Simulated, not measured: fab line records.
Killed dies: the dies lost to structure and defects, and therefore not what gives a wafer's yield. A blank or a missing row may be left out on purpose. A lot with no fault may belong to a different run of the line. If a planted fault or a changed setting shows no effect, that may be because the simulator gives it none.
Struck lot and sound lot, side by side    flow nand-harc    15 steps out of a route of 1302
Sound: wafers L364.1, L364.2, L364.5. Struck: wafer L366.2 (left out: L366.3, L366.6 of the same lot, which were not struck); the cause appears at the end.
Order at every step that has rows: each side's tool, ch and its chambers, its first start. Under that, the readings that differ: sound wafers    struck wafers    difference of the means    sigmas: that difference in standard deviations of wafers without a fault.
alike: same words and numbers on both sides, and readings whose means sit less than 2 such deviations apart. not compared: any withheld reading, any reading some wafer has no value for, any bound like >300 that may hide the same value, and any number with overlapping values for which the record gives no deviation.
The two part at a step that has a row with sigmas, a row that says differs or no value, or rows on one side only. Non-overlapping numbers with no deviation appear without sigmas and do not part them. Lack of a reading on every wafer of one side parts them only where that side has two or more wafers.

first, 1 step without rows for these wafers: NHARC_A_ONON_D1_DEP_12 (target thk 1000 nm).
NHARC_A_ONON_D1_THK_MEAS_14: measures by ellipsometry.
  struck on film-metro-02, day 11 09:46; sound on film-metro-01, day 10 04:23
  alike: thk-nm
then, 2 steps without rows for these wafers: NHARC_A_ONON_D1_ANNEAL_15 (time 3600 s); NHARC_A_ONON_D1_DEP_16 (target thk 1000 nm).
NHARC_A_ONON_D1_THK_MEAS_18: measures by ellipsometry.
  struck on film-metro-01, day 11 17:36; sound on film-metro-01, day 10 12:14
reading      sound        struck  difference  sigmas
thk-nm (nm)  992 990 991  1008    +17         +2
then, 1 step without rows for these wafers: NHARC_A_ONON_D1_DEP_19 (target thk 1000 nm).
NHARC_A_ONON_D1_THK_MEAS_21: measures by ellipsometry.
  struck on film-metro-01, day 11 18:10; sound on film-metro-02, day 10 12:48
  alike: thk-nm
then, 1 step without rows for these wafers: NHARC_A_ONON_D1_DEP_22 (target thk 1000 nm).
NHARC_A_ONON_D1_THK_MEAS_24: measures by ellipsometry.
  struck on film-metro-02, day 11 18:44; sound on film-metro-02, day 10 13:22
  alike: thk-nm
then, 1 step without rows for these wafers: NHARC_A_ONON_D1_DEP_25 (target thk 1000 nm).
NHARC_A_ONON_D1_THK_MEAS_27: measures by ellipsometry.
  struck on film-metro-02, day 11 19:18; sound on film-metro-01, day 10 13:56
  alike: thk-nm
NHARC_A_ONON_D1_DEP_28: target thk 1000 nm.
  sound on pecvd-onon-02 ch 0, day 10 13:59; struck on pecvd-onon-02 ch 0, day 11 19:25
NHARC_A_ONON_D1_THK_MEAS_30: measures by ellipsometry.
  struck on film-metro-01, day 11 19:52; sound on film-metro-02, day 10 14:29
reading      sound           struck  difference  sigmas
thk-nm (nm)  1005 1004 1006  1500    +495        +66
NHARC_A_ONON_D1_DEP_33: deposits SiO2, target thk 200 nm.
  sound on pecvd-03 ch 1,2, day 10 14:41; struck on pecvd-01 ch 0, day 11 19:58
  alike: heater-power-w, throttle-valve-pct
-- break in the record here, with 16 days between the starts of the struck wafers on either side (left off in module A_ONON_D1, picked up again in module END, where the first step shown is number 1302 on the route) --
NHARC_END_SORT_01:
  here the record holds rows for the struck wafers (prober-01 ch 0, day 28 06:00) but none for the sound ones

WHERE THEY PART
First at NHARC_A_ONON_D1_THK_MEAS_18; last, within this record, at NHARC_END_SORT_01.

WHY: what had been put in by the simulator
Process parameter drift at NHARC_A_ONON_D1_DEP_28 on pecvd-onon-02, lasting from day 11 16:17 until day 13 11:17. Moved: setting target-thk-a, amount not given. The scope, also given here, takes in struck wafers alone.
